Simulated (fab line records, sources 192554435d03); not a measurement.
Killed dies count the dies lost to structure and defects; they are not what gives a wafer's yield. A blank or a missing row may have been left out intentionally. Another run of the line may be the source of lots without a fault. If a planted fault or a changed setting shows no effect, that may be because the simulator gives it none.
fab line records	flow n5-finfet
record: lots: 6	wafers: 18	last-day: 18
route steps=1938 shown HKMG_FIN@450 GATE_CUT@465 BEOL_M4@1111 PASSIVATION@1936
lots that met no fault: from a run of the same line without faults
start-h: hours from the record's first day to the start of the lot's first wafer shown	wait-h: hours elapsed since this lot's preceding step	" unchanged from the row above	L1.1+2: several wafers, shown together as one row	- no value, or no start given	* or withheld: withheld	< > ~ a bound
route shown NAME@n: names a module that has steps shown in the file, with the first one's number in the route	usual: mean/standard deviation taken from wafers without a fault	same: alike in all rows	chamber/n: place in a boat	sites: readings site by site	_std_site: how widely they spread, as a standard deviation	_edge_site: inner sites' mean taken away from outer sites' mean	radius-mm: for every site, how far away it sits from the centre of the wafer	mask NAME#n: copy n	behind: the most recent tool/chamber to have shaped the wafer	hold: the reason the lot was held/the length of the hold in hours/how it ended	device: names the non-switching transistor (n, p or np)	end of line: the tests these same wafers got at the end of their route	step lacking rows: just its recipe	killed: not the wafer's yield, but the dies lost to structure and defects at the first sort	map: dies across one wafer; x = killed, . = not, _ = none there
set.NAME: the setting the step ran with; set.NAME@STEP: the setting that earlier step ran with	model.NAME: the simulator's own value behind a step, which no gauge read
lots at selected steps of the route; one table per step, one row per wafer
services: when a tool's chamber went out of use (start-h, in hours from the record's first day, below 0 if earlier), for how many hours, and the reason
== steps ==
step: N5_HKMG_FIN_COAT_66
recipe: resist: SOC	temp-c: 250	time-s: 60	spin-rpm: 1500	resist-thk-nm: 300
step: N5_HKMG_FIN_ETCH_67
recipe: chemistry: N2/H2	target: SOC	target-depth-a: 3889	stop-on: TiN	ion-energy-ev: 100	bias-w: 61	pressure-mtorr: 30	source-w: 850	n2-flow-sccm: 200	h2-flow-sccm: 200
step: N5_HKMG_FIN_STRIP_90
recipe: chemistry: N2/H2	material: SOC	time-s: 20	power-w: 500	temp-c: 40	pressure-mtorr: 50	rf-frequency-hz: 6e+07	bias-power-w: 8	h2-frac: 0.5	n2-flow-sccm: 300	h2-flow-sccm: 300
step: N5_HKMG_FIN_WET_ETCH_73
recipe: chemistry: SC1	mix: 1:2:40	temp-c: 50	time-s: 42.3	target-depth-nm: 1.3	dry: ipa-marangoni	rinse-time-s: 30	rinse-temp-c: 23
step: N5_HKMG_FIN_ETCHBACK_68
recipe: chemistry: Cl2/Ar	stop-on: HfO2	target-depth-a: 5	pressure-mtorr: 10	icp-w: 600	bias-w: 60	Cl2_flow_sccm: 40	Ar_flow_sccm: 60
step: N5_HKMG_FIN_STRIP_69
recipe: chemistry: N2/H2	power-w: 2500	temp-c: 300	h2-frac: 0.65	time-s: 360	pressure-mtorr: withheld	n2-flow-sccm: 1750	h2-flow-sccm: 3250
step: N5_HKMG_FIN_ALD_21
recipe: material: TiN	target-thk-a: 15	temp-c: 400	ald-precursor-family: TiCl4	ald-co-reactant: NH3	pulse-time-s: 1	purge-time-s: 3	co-reactant-purge-time-s: 2	co-reactant-pulse-time-s: 2	ald-cycles: 68	pressure-torr: 3
usual: heater-power-w: 868/73	precursor-pulse-height-rel: 1.003/0.019
same: ald-cycles: 68	co-reactant-pulse-time-s: 2
lot.wafer	tool	chamber	start-h	wait-h	heater-power-w	precursor-pulse-height-rel
L203.2	ald-metal-03	0	77.91	0.3	797	0.995
L203.5	"	1	"	"	987	0.991
L203.6	"	2	"	"	913	0.978
L212.1	ald-metal-04	3	134.14	0.3	846	1.022
L212.2	"	0	"	"	821	0.989
L212.4	"	2	"	"	953	0.983
L213.3	ald-metal-02	1	142.07	0.1	757	0.998
L213.4	"	3	"	"	929	1.013
L213.6	"	3	"	"	961	0.994
L223.1	ald-metal-04	2	199.62	0.3	988	0.990
L223.3	"	3	"	"	846	0.985
L223.6	"	2	"	"	976	0.987
L225.1	ald-metal-04	2	210.80	0.3	954	0.994
L225.2	"	1	"	"	896	0.998
L225.4	"	3	"	"	870	0.990
L226.2	ald-metal-03	0	215.64	0.3	814	0.984
L226.5	"	0	"	"	795	1.018
L226.6	"	1	"	"	980	1.024
step: N5_HKMG_FIN_ALD_72
recipe: material: W	target-thk-a: 20	temp-c: 300	pressure-torr: 7.5	ald-precursor-family: WF6	ald-co-reactant: B2H6	pulse-time-s: 1	purge-time-s: 2	co-reactant-purge-time-s: 2	co-reactant-pulse-time-s: 3	ald-cycles: 7
step: N5_HKMG_FIN_W_FILL_22
recipe: material: W	target-thk-a: 600	temp-c: 400	pressure-torr: 39.4	time-s: 18.2
step: N5_HKMG_FIN_PRECLEAN_83
recipe: chemistry: DIW	time-s: 57.5	temp-c: 23
step: N5_HKMG_FIN_SRD_84
recipe: dry-time-s: 32	dry: n2-spin	spin-rpm: 1500
step: N5_HKMG_FIN_CMP_23
recipe: stop-on: SiNx	t-overpolish-s: 10	post-cmp-clean: rinse-only	down-force-psi: 4	platen-rpm: 50.289	pad-velocity-m-s: 1.0006	target-thk-nm: 46.326
usual: motor-current-A: 11.8/1	overpolish-run-s: 9.97/0.2	retaining-ring-pressure-frac: 1.000/0.0055	time-to-endpoint-s: 13.4/2.8
lot.wafer	tool	chamber	start-h	wait-h	motor-current-A	overpolish-run-s	retaining-ring-pressure-frac	time-to-endpoint-s
L203.2	cmp-04	3	78.52	0.1	12.7	9.99	1.006	8.0
L203.6	"	2	"	"	11.3	10.01	1.008	9.3
L203.5	"	3	"	"	12.5	9.99	1.004	7.0
L212.2	cmp-02	0	134.67	0.0	12.8	9.98	1.005	13.6
L212.4	"	1	"	"	13.4	10.00	1.004	16.6
L212.1	"	2	"	"	11.4	10.00	0.994	12.0
L213.3	cmp-02	3	142.62	0.0	11.6	9.98	1.003	10.4
L213.4	"	0	"	"	12.2	9.99	0.991	15.7
L213.6	"	0	"	"	13.1	9.99	0.994	16.3
L223.1	cmp-03	0	200.16	0.0	10.0	9.99	1.001	14.1
L223.3	"	1	"	"	11.5	10.01	1.004	15.6
L223.6	"	1	"	"	11.5	9.99	1.006	12.6
L225.4	cmp-04	2	211.33	0.0	11.6	10.00	0.991	15.3
L225.2	"	0	"	"	13.1	10.02	0.993	16.0
L225.1	"	1	"	"	11.8	10.00	1.007	14.3
L226.2	cmp-02	2	216.41	0.3	10.4	10.00	1.000	10.8
L226.6	"	3	"	"	11.2	10.01	1.008	8.3
L226.5	"	0	"	"	12.4	10.00	1.001	13.4
step: N5_HKMG_FIN_CMP_94
recipe: stop-on: SiNx	post-cmp-clean: w-dilute-nh4oh	t-overpolish-s: 4.7	down-force-psi: 4	platen-rpm: 50.289	pad-velocity-m-s: 1.0006	target-thk-nm: 43.299
usual: motor-current-A: 11.8/1	retaining-ring-pressure-frac: 1.000/0.0048
lot.wafer	tool	chamber	start-h	wait-h	motor-current-A	retaining-ring-pressure-frac	model.SiNx_of_SDB_ALD_29.thk-nm
L203.2	cmp-04	3	78.95	0.3	12.3	1.001	28.4
L203.6	"	2	"	"	11.2	1.003	28.4
L203.5	"	3	"	"	13.0	0.993	28.4
L212.2	cmp-02	0	135.15	0.4	12.2	0.995	28.4
L212.4	"	1	"	"	13.6	1.001	28
L212.1	"	2	"	"	10.8	1.002	28
L213.3	cmp-02	3	143.10	0.4	11.1	0.996	28.6
L213.4	"	0	"	"	13.1	0.998	27.8
L213.6	"	0	"	"	11.9	0.995	28.2
L223.1	cmp-03	0	200.64	0.4	10.2	0.997	28.4
L223.3	"	1	"	"	11.7	0.997	28.4
L223.6	"	1	"	"	11.1	1.002	28.2
L225.4	cmp-04	2	211.81	0.4	11.3	1.001	28.4
L225.2	"	0	"	"	12.9	0.997	28.6
L225.1	"	1	"	"	11.8	1.000	28.6
L226.2	cmp-02	2	216.74	0.2	10.3	1.002	28.2
L226.6	"	3	"	"	10.6	1.000	28.2
L226.5	"	0	"	"	12.7	0.998	28.2
step: N5_HKMG_FIN_INSPECT_28
recipe: inspect-instrument: darkfield	mode: post-cmp
usual: raw-defect-count: 40/15
lot.wafer	tool	chamber	start-h	wait-h	raw-defect-count
L203.2	defect-inspect-02	-	79.15	0.0	27
L203.5	"	-	"	"	8
L203.6	"	-	"	"	20
L212.1	defect-inspect-02	-	135.39	0.0	30
L212.2	"	-	"	"	41
L212.4	"	-	"	"	35
L213.3	defect-inspect-01	-	143.34	0.0	39
L213.4	"	-	"	"	28
L213.6	"	-	"	"	20
L223.1	defect-inspect-01	-	200.87	0.0	64
L223.3	"	-	"	"	42
L223.6	"	-	"	"	43
L225.1	defect-inspect-01	-	212.04	0.0	32
L225.2	"	-	"	"	28
L225.4	"	-	"	"	43
L226.2	defect-inspect-02	-	216.89	0.0	30
L226.5	"	-	"	"	30
L226.6	"	-	"	"	30
step: N5_GATE_CUT_ETCHBACK_00
recipe: chemistry: SF6/Cl2	target: W	pressure-mtorr: 8	icp-w: 900	bias-w: 80	SF6_flow_sccm: 40	Cl2_flow_sccm: 60
usual: drypump-motor-current-A: 5.8/0.44	mfc-cl2-sccm: 59.99/0.19	oes-product-au: 0.75/0.11	throttle-valve-pct: 27.4/0.46
lot.wafer	tool	chamber	start-h	wait-h	drypump-motor-current-A	mfc-cl2-sccm	oes-product-au	rf-hours-counter-h	throttle-valve-pct
L203.2	rie-metal-01	1	79.18	0.0	5.3	59.91	0.58	126	27.8
L203.5	"	0	"	"	5.9	59.80	0.78	-	26.7
L203.6	"	1	"	"	5.3	60.01	0.58	-	27.8
L212.1	rie-metal-01	1	135.42	0.0	5.4	60.31	0.57	132	27.8
L212.2	"	0	"	"	5.8	60.29	0.77	47	26.7
L212.4	"	1	"	"	5.4	60.18	0.57	-	27.8
L213.3	rie-metal-03	0	143.41	0.1	5.5	60.32	0.74	-	28.2
L213.4	"	1	"	"	5.9	60.04	0.82	-	27.5
L213.6	"	1	"	"	5.9	59.98	0.81	-	27.5
L223.1	rie-metal-01	0	200.90	0.0	5.8	59.79	0.76	53	26.7
L223.3	"	1	"	"	5.4	60.16	1.03	-	27.3
L223.6	"	1	"	"	5.4	60.37	1.03	-	27.3
L225.1	rie-metal-02	0	212.07	0.0	6.7	59.94	0.86	22	27.4
L225.2	"	1	"	"	5.4	59.83	0.65	105	27.6
L225.4	"	0	"	"	6.7	60.01	0.85	-	27.4
L226.2	rie-metal-03	0	216.92	0.0	5.5	59.92	0.72	58	28.2
L226.5	"	1	"	"	5.9	59.78	0.79	-	27.5
L226.6	"	0	"	"	5.5	60.28	0.73	-	28.2
step: N5_GATE_CUT_ETCH_56
recipe: chemistry: Cl2/Ar	target: TiN	target-depth-a: 216	pressure-mtorr: 10	icp-w: 600	bias-w: 60	Cl2_flow_sccm: 40	Ar_flow_sccm: 60
step: N5_GATE_CUT_ETCHBACK_30
recipe: chemistry: Cl2/Ar	target: TiN	target-depth-a: 30	mode: isotropic	pressure-mtorr: 10	icp-w: 600	bias-w: 60	Cl2_flow_sccm: 40	Ar_flow_sccm: 60
usual: drypump-motor-current-A: 5.8/0.44	mfc-cl2-sccm: 39.99/0.13	oes-product-au: 0.75/0.11	throttle-valve-pct: 20.8/0.31
lot.wafer	tool	chamber	start-h	wait-h	drypump-motor-current-A	mfc-cl2-sccm	oes-product-au	rf-hours-counter-h	throttle-valve-pct
L203.2	rie-metal-01	1	79.39	0.1	5.4	40.00	0.58	126	21.1
L203.5	"	0	"	"	5.8	40.10	0.79	-	20.3
L203.6	"	1	"	"	5.4	39.85	0.58	-	21.1
L212.1	rie-metal-01	1	135.63	0.1	5.4	40.14	0.58	132	21.1
L212.2	"	0	"	"	5.9	39.91	0.78	47	20.3
L212.4	"	1	"	"	5.4	40.01	0.58	-	21.1
L213.3	rie-metal-03	0	143.59	0.0	5.5	39.76	0.75	-	21.3
L213.4	"	1	"	"	5.9	40.03	0.80	-	20.8
L213.6	"	1	"	"	5.9	40.11	0.80	-	20.8
L223.1	rie-metal-01	0	201.11	0.1	5.9	40.01	0.77	53	20.3
L223.3	"	1	"	"	5.4	39.78	1.04	-	20.6
L223.6	"	1	"	"	5.3	39.87	1.03	-	20.5
L225.1	rie-metal-02	0	212.28	0.1	6.6	40.26	0.84	22	20.7
L225.2	"	1	"	"	5.4	39.90	0.65	105	20.9
L225.4	"	0	"	"	6.6	40.18	0.84	-	20.7
L226.2	rie-metal-03	0	217.13	0.1	5.6	39.85	0.74	58	21.3
L226.5	"	1	"	"	5.9	39.90	0.78	-	20.8
L226.6	"	0	"	"	5.5	40.02	0.74	-	21.3
step: N5_GATE_CUT_VAPOR_ETCH_60
recipe: chemistry: BCl3/Cl2	target: HfO2	mode: isotropic
usual: drypump-motor-current-A: 5.8/0.44	oes-product-au: 0.75/0.12
lot.wafer	tool	chamber	start-h	wait-h	drypump-motor-current-A	oes-product-au
L203.2	rie-metal-01	1	79.42	0.0	5.4	0.57
L203.5	"	0	"	"	5.9	0.77
L203.6	"	1	"	"	5.4	0.58
L212.1	rie-metal-01	1	135.66	0.0	5.4	0.57
L212.2	"	0	"	"	5.8	0.76
L212.4	"	1	"	"	5.4	0.57
L213.3	rie-metal-03	0	143.62	0.0	5.5	0.74
L213.4	"	1	"	"	5.9	0.81
L213.6	"	1	"	"	5.9	0.81
L223.1	rie-metal-01	0	201.14	0.0	5.8	0.75
L223.3	"	1	"	"	5.4	1.03
L223.6	"	1	"	"	5.4	1.03
L225.1	rie-metal-02	0	212.31	0.0	6.6	0.87
L225.2	"	1	"	"	5.4	0.64
L225.4	"	0	"	"	6.6	0.87
L226.2	rie-metal-03	0	217.16	0.0	5.5	0.73
L226.5	"	1	"	"	5.9	0.79
L226.6	"	0	"	"	5.5	0.72
step: N5_GATE_CUT_ETCH_58
recipe: chemistry: CH3F/O2	target: SiNx	target-depth-a: 170	time-s: 128.6	ion-energy-ev: 50	pressure-mtorr: 30	source-w: 415	bias-w: 21	Ar_flow_sccm: 150	CH3F_flow_sccm: 30	O2_flow_sccm: 20
usual: drypump-motor-current-A: 5.7/0.55	oes-product-au: 0.76/0.084	rf-vpp-V: 99.3/0.93	showerhead-plenum-p-Torr: 2.03/0.059	throttle-valve-pct: 16.42/0.25
lot.wafer	tool	chamber	start-h	wait-h	drypump-motor-current-A	oes-product-au	rf-hours-counter-h	rf-vpp-V	showerhead-plenum-p-Torr	throttle-valve-pct	model.SiNx_of_SDB_ALD_29.thk-nm
L203.2	rie-diel-02	1	79.50	0.1	6.3	0.87	35	100.3	2.04	15.87	24.6
L203.5	"	3	"	"	6.2	0.71	-	99.9	2.07	16.31	24.8
L203.6	"	0	"	"	5.2	0.72	-	100.1	2.07	16.34	24.8
L212.1	rie-diel-03	2	135.92	0.2	6.0	0.67	251	99.1	2.07	16.80	24.4
L212.2	"	1	"	"	5.4	0.77	159	98.6	2.00	16.66	24.4
L212.4	"	1	"	"	5.3	0.77	-	99.2	2.00	16.66	24
L213.3	rie-diel-03	2	143.66	0.0	6.0	0.68	254	101.1	2.07	16.80	24.8
L213.4	"	2	"	"	6.0	0.67	-	99.1	2.07	16.82	24.2
L213.6	"	1	"	"	5.3	0.76	-	99.9	2.00	16.67	24.4
L223.1	rie-diel-05	3	201.20	0.0	5.8	0.70	175	99.4	2.08	16.65	24.6
L223.3	"	0	"	"	6.6	0.75	159	97.8	1.94	16.14	24.8
L223.6	"	3	"	"	5.8	0.71	-	99.9	2.08	16.65	24.6
L225.1	rie-diel-03	3	212.40	0.1	4.8	0.72	184	102.0	2.11	16.55	25
L225.2	"	2	"	"	6.0	0.95	13	98.8	2.06	16.33	24.8
L225.4	"	1	"	"	5.3	0.74	189	98.7	1.99	16.72	24.6
L226.2	rie-diel-02	1	217.55	0.4	6.3	0.80	76	98.8	2.02	15.93	24.6
L226.5	"	3	"	"	6.2	0.68	-	98.7	2.06	16.36	24.4
L226.6	"	1	"	"	6.3	0.81	-	100.1	2.02	15.93	24.4
step: N5_GATE_CUT_STRIP_59
recipe: chemistry: N2/H2	time-s: 20	power-w: 100	temp-c: 40	pressure-mtorr: 100	rf-frequency-hz: 6e+07	bias-power-w: 3	n2-flow-sccm: 300	h2-flow-sccm: 300
step: N5_BEOL_M4_RC_MEAS_101
usual: DIBL_N: 36.4/2.7	DIBL_P: 36/3.2	IOFF_N: 0.16/0.046	IOFF_P: 0.21/0.055	ION_N: 677/15	ION_P: 464/11	SS_N: 71.5/0.79	SS_P: 73.3/0.93	VT_N: 250/4.1	VT_P: -251/4.4
lot.wafer	tool	chamber	start-h	wait-h	DIBL_N[mV/V]	DIBL_P[mV/V]	IOFF_N[nA/um]	IOFF_P[nA/um]	ION_N[uA/um]	ION_P[uA/um]	SS_N[mV/dec]	SS_P[mV/dec]	VT_N[mV]	VT_P[mV]
L203.2	prober-01	0	164.38	0.4	35.9	38	0.16	0.28	673	470	71.6	73.6	248	-246
L203.5	"	0	"	"	39.3	40	0.23	0.33	679	470	72.7	74.6	245	-243
L203.6	"	0	"	"	35.1	36	0.14	0.26	666	472	71.6	74.2	252	-245
L212.1	prober-01	0	235.59	0.0	39.1	39	0.19	0.27	699	478	72.6	74.8	247	-248
L212.2	"	0	"	"	35.3	34	0.11	0.17	666	463	71.1	72.3	256	-254
L212.4	"	0	"	"	35.4	33	0.11	0.17	651	456	71.3	72.2	258	-253
L213.3	prober-02	0	238.53	0.3	35.7	34	0.13	0.17	669	457	71.1	72.8	253	-254
L213.4	"	0	"	"	37.1	37	0.18	0.22	701	478	71.4	74.4	245	-251
L213.6	"	0	"	"	37.6	38	0.18	0.22	683	462	71.9	74.0	247	-250
L223.1	prober-01	0	298.70	0.0	39.3	39	0.20	0.25	679	464	72.0	73.7	243	-248
L223.3	"	0	"	"	38.4	37	0.19	0.23	691	467	71.1	73.3	247	-249
L223.6	"	0	"	"	41.9	41	0.26	0.29	695	470	73.3	74.8	243	-247
L225.1	prober-02	0	319.05	0.0	37.4	36	0.16	0.21	681	465	70.7	73.3	248	-250
L225.2	"	0	"	"	36.8	36	0.15	0.19	670	456	70.8	73.2	250	-254
L225.4	"	0	"	"	37.1	36	0.17	0.20	697	477	70.7	72.9	248	-253
L226.2	prober-01	0	319.60	0.2	35.0	35	0.14	0.15	662	449	71.4	72.9	252	-256
L226.5	"	0	"	"	36.2	36	0.15	0.15	667	447	72.0	73.0	251	-257
L226.6	"	0	"	"	29.7	30	0.07	0.10	631	438	70.5	71.5	260	-263
step: N5_PASSIVATION_PROBE_49
usual: defect-limited-yield: 91.1/1.4	killed_at_M0_to_M3: 34/9.7	killed_at_M4_up: 13/5.1	killed-at-contacts: 14/6.3	killed-at-front-end: 40/11	killed-at-other: 3.5/2.7	killed-dies: 105/16	killed-open: 70/12	killed-short: 34/7.8	sort_bin_5_function: 5.2/0.88	sort_bin_6_memory: 3.3/0.7	sort_bin_8_speed: 0.1/0.62	sort-n-pass: 1074/17	sort-yield-pct: 91.0/1.5
same: gross-dies: 1180	killed-at-back-side: 0	sort_bin_4_leakage[%]: 0
lot.wafer	tool	chamber	start-h	wait-h	defect-limited-yield[%]	killed_at_M0_to_M3	killed_at_M4_up	killed-at-contacts	killed-at-front-end	killed-at-other	killed-dies	killed-open	killed-short	sort_bin_5_function[%]	sort_bin_6_memory[%]	sort_bin_8_speed[%]	sort-n-pass	sort-yield-pct[%]
L203.2	prober-01	-	271.71	0.1	88.9	44	25	19	40	3	131	91	40	6.9	3.8	0	1049	88.9
L203.5	prober-01	-	271.86	0.2	91.9	30	9	18	37	2	96	63	33	5.1	2.7	0	1084	91.9
L203.6	prober-01	-	271.91	0.3	92.9	31	17	16	20	0	84	63	18	4.6	2.5	0	1096	92.9
L213.3	prober-01	-	339.42	0.1	91.1	21	28	13	41	2	105	78	26	5.4	3.5	0	1075	91.1
L213.4	prober-01	-	339.47	0.2	93.6	22	9	15	23	7	76	54	22	3.8	2.3	0	1104	93.6
L213.6	prober-01	-	339.57	0.3	92.6	24	16	8	31	8	87	60	27	4.5	2.3	0	1093	92.6
L212.1	prober-01	-	355.45	0.0	90.6	23	7	10	64	7	111	69	41	5.4	3.6	0	1069	90.6
L212.2	prober-01	-	355.50	0.1	89.7	32	36	6	37	11	122	76	45	6.7	3.4	0	1058	89.7
L212.4	prober-01	-	355.60	0.2	89.3	22	22	14	65	3	126	84	42	5.7	4.5	0	1054	89.3
L223.1	prober-01	-	403.08	0.0	89.9	48	13	5	47	6	119	78	40	5.4	4.3	0	1061	89.9
L223.3	prober-01	-	403.18	0.1	90.1	43	24	17	31	2	117	87	30	6.3	3.6	0	1063	90.1
L223.6	prober-01	-	403.33	0.3	92.5	31	14	14	27	2	88	62	24	4.5	2.9	0	1092	92.5
L225.1	prober-01	-	423.72	0.0	90.8	39	11	5	51	3	109	65	43	5.1	3.8	0	1071	90.8
L225.2	prober-01	-	423.77	0.1	91.9	32	14	3	44	3	96	72	24	4.6	3.3	0	1084	91.9
L225.4	prober-01	-	423.87	0.2	89.6	41	14	9	55	4	123	72	51	5.6	4.3	0	1057	89.6
L226.2	prober-01	-	429.89	0.1	92.7	36	14	1	34	1	86	59	27	4.7	2.3	0	1094	92.7
L226.5	prober-01	-	430.04	0.2	93.6	18	5	3	47	2	75	48	24	3.5	2.7	0	1105	93.6
L226.6	prober-01	-	430.09	0.3	90.8	34	17	6	50	2	109	68	32	4.6	3.7	2.5	1042	88.3
killed by level:class
L203.2 MOL_CONTACT_COAG:geometric-particle:open=18 BEOL_M0_SAQP:geometric-particle:open=12 BEOL_M0_SAQP:geometric-particle:short=9 DUMMY_GATE:geometric-particle:open=8 BEOL_M1:geometric-particle:open=8 BEOL_M4:geometric-particle:open=8 FIN_SAQP:geometric-particle:open=7 FIN_SAQP:geometric-particle:short=7
L203.5 MOL_CONTACT_COAG:geometric-particle:open=15 STI_FIN_REVEAL:geometric-particle:open=11 BEOL_M0_SAQP:geometric-particle:short=9 FIN_SAQP:geometric-particle:short=8 BEOL_M3:geometric-particle:open=7 BEOL_M1:geometric-particle:open=5 DUMMY_GATE:geometric-particle:open=4 BEOL_M0:geometric-particle:open=4
L203.6 MOL_CONTACT_COAG:geometric-particle:open=13 BEOL_M1:geometric-particle:open=9 BEOL_M0_SAQP:geometric-particle:open=8 DUMMY_GATE:geometric-particle:open=7 BEOL_M3:geometric-particle:open=5 BEOL_M0_SAQP:geometric-particle:short=4 BEOL_M5:geometric-particle:open=4 STI_FIN_REVEAL:geometric-particle:open=3
L213.3 STI_FIN_REVEAL:geometric-particle:open=14 FIN_SAQP:geometric-particle:open=11 MOL_CONTACT_COAG:geometric-particle:open=10 BEOL_M1:geometric-particle:open=8 BEOL_M4:geometric-particle:open=7 BEOL_M5:geometric-particle:open=5 BEOL_M3:geometric-particle:open=4 BEOL_M7:geometric-particle:open=4
L213.4 MOL_CONTACT_COAG:geometric-particle:open=12 FIN_SAQP:geometric-particle:open=8 BEOL_M0_SAQP:geometric-particle:short=6 FIN_SAQP:geometric-particle:short=5 DUMMY_GATE:geometric-particle:open=4 BEOL_M0_SAQP:geometric-particle:open=4 BEOL_M1:geometric-particle:open=4 BEOL_M2:geometric-particle:open=4
L213.6 STI_FIN_REVEAL:geometric-particle:open=8 MOL_CONTACT_COAG:geometric-particle:open=7 GATE_CUT:geometric-particle:open=6 BEOL_M0_SAQP:geometric-particle:short=6 BEOL_M0_SAQP:geometric-particle:open=5 BEOL_M5:geometric-particle:open=5 FIN_SAQP:geometric-particle:open=4 BEOL_M3:geometric-particle:open=4
L212.1 FIN_SAQP:geometric-particle:open=17 FIN_SAQP:geometric-particle:short=14 STI_FIN_REVEAL:geometric-particle:open=12 MOL_CONTACT_COAG:geometric-particle:open=10 GATE_CUT:geometric-particle:short=7 GATE_CUT:geometric-particle:open=6 BEOL_M2:geometric-particle:open=5 BEOL_M3:geometric-particle:short=5
L212.2 BEOL_M4:geometric-particle:open=17 BEOL_M4:geometric-particle:short=10 STI_FIN_REVEAL:geometric-particle:open=9 BEOL_M1:geometric-particle:open=7 BEOL_M3:geometric-particle:open=7 GATE_CUT:geometric-particle:short=6 MOL_CONTACT_COAG:geometric-particle:open=5 BEOL_M0_SAQP:geometric-particle:open=5
L212.4 STI_FIN_REVEAL:geometric-particle:open=27 MOL_CONTACT_COAG:geometric-particle:open=12 FIN_SAQP:geometric-particle:short=8 BEOL_M4:geometric-particle:open=8 BEOL_M3:geometric-particle:open=7 GATE_CUT:geometric-particle:short=6 FIN_SAQP:geometric-particle:open=5 STI_FIN_REVEAL:geometric-particle:short=4
L223.1 BEOL_M3:geometric-particle:open=17 FIN_SAQP:geometric-particle:open=15 FIN_SAQP:geometric-particle:short=11 BEOL_M1:geometric-particle:short=8 BEOL_M1:geometric-particle:open=7 DUMMY_GATE:geometric-particle:open=6 BEOL_M2:geometric-particle:open=5 BEOL_M3:geometric-particle:short=4
L223.3 BEOL_M1:geometric-particle:open=19 MOL_CONTACT_COAG:geometric-particle:open=14 BEOL_M2:geometric-particle:open=12 BEOL_M4:geometric-particle:open=10 BEOL_M4:geometric-particle:short=8 FIN_SAQP:geometric-particle:open=7 BEOL_M3:geometric-particle:open=5 STI_FIN_REVEAL:geometric-particle:open=5
L223.6 MOL_CONTACT_COAG:geometric-particle:open=12 BEOL_M1:geometric-particle:open=8 BEOL_M4:geometric-particle:open=8 FIN_SAQP:geometric-particle:short=7 BEOL_M2:geometric-particle:open=6 BEOL_M3:geometric-particle:open=5 FIN_SAQP:geometric-particle:open=4 GATE_CUT:geometric-particle:short=4
L225.1 BEOL_M0_SAQP:geometric-particle:short=19 STI_FIN_REVEAL:geometric-particle:open=18 BEOL_M0_SAQP:geometric-particle:open=10 FIN_SAQP:geometric-particle:open=8 STI_FIN_REVEAL:geometric-particle:short=7 FIN_SAQP:geometric-particle:short=6 BEOL_M1:geometric-particle:open=6 MOL_CONTACT_COAG:geometric-particle:open=5
L225.2 STI_FIN_REVEAL:geometric-particle:open=21 BEOL_M0_SAQP:geometric-particle:open=9 BEOL_M4:geometric-particle:open=9 STI_FIN_REVEAL:geometric-particle:short=8 BEOL_M0_SAQP:geometric-particle:short=5 BEOL_M3:geometric-particle:open=5 BEOL_M0:geometric-particle:open=4 BEOL_M2:geometric-particle:open=4
L225.4 STI_FIN_REVEAL:geometric-particle:open=28 BEOL_M0_SAQP:geometric-particle:short=18 BEOL_M0_SAQP:geometric-particle:open=12 STI_FIN_REVEAL:geometric-particle:short=8 MOL_CONTACT_COAG:geometric-particle:open=6 BEOL_M4:geometric-particle:short=6 BEOL_M2:geometric-particle:open=4 FIN_SAQP:geometric-particle:open=3
L226.2 BEOL_M2:geometric-particle:open=13 STI_FIN_REVEAL:geometric-particle:open=10 GATE_CUT:geometric-particle:short=7 BEOL_M0:geometric-particle:open=5 BEOL_M1:geometric-particle:open=5 BEOL_M4:geometric-particle:open=5 BEOL_M0_SAQP:geometric-particle:short=4 FIN_SAQP:geometric-particle:open=3
L226.5 FIN_SAQP:geometric-particle:open=12 FIN_SAQP:geometric-particle:short=11 STI_FIN_REVEAL:geometric-particle:open=8 DUMMY_GATE:geometric-particle:open=6 BEOL_M2:geometric-particle:open=5 BEOL_M1:geometric-particle:open=5 STARTING-WAFER:geometric-particle:short=4 BEOL_M4:geometric-particle:open=3
L226.6 FIN_SAQP:geometric-particle:open=10 FIN_SAQP:geometric-particle:short=8 BEOL_M1:geometric-particle:open=8 HKMG_FIN:area-etch=8 BEOL_M3:geometric-particle:open=7 BEOL_M4:geometric-particle:open=7 BEOL_M2:geometric-particle:open=6 STI_FIN_REVEAL:geometric-particle:open=5
== services ==
tool	chamber	start-h	hours	kind
ald-metal-04	-	58.63	0.9	repair
rie-diel-03	3	60.59	9.6	repair
cmp-03	-	71.63	0.5	repair
rie-diel-02	0	83.16	3.2	repair
cmp-02	-	85.20	0.6	repair
rie-metal-03	-	96.80	1.3	repair
cmp-04	-	99.64	0.8	repair
rie-metal-01	-	107.94	0.5	repair
cmp-03	-	123.58	3.4	pm
cmp-04	-	124.09	4.0	pm
cmp-04	-	128.09	4.6	pm
rie-metal-03	-	128.12	14.6	pm
rie-metal-01	-	144.80	0.9	repair
rie-diel-02	-	145.77	0.3	repair
cmp-04	-	147.72	1.7	repair
rie-metal-03	0	152.94	18.0	repair
rie-metal-02	-	155.30	1.4	pm
cmp-02	-	160.85	1.0	repair
cmp-03	-	161.57	1.2	repair
cmp-02	-	170.68	1.6	repair
ald-metal-04	0	172.22	17.7	repair
ald-metal-04	1	188.14	11.8	repair
cmp-02	-	201.76	0.5	repair
cmp-04	-	203.16	1.2	repair
== key ==
first-sign none at tools or gauges
model-effect: step: N5_HKMG_FIN_CMP_94	value: SiNx_of_SDB_ALD_29.thk-nm	without: 28.33	struck: 27.93
model-effect: step: N5_GATE_CUT_ETCH_58	value: SiNx_of_SDB_ALD_29.thk-nm	without: 24.6	struck: 24.2
met-at N5_HKMG_FIN_CMP_94
struck-wafers L212.1,L212.4,L213.4
fault: kind: process-parameter-drift	tool: cmp-02	chamber: -	onset-h: 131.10	steps: N5_HKMG_FIN_CMP_94	channel: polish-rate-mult	offset: 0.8	shape: step	end-h: 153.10	scope: struck-wafers-only
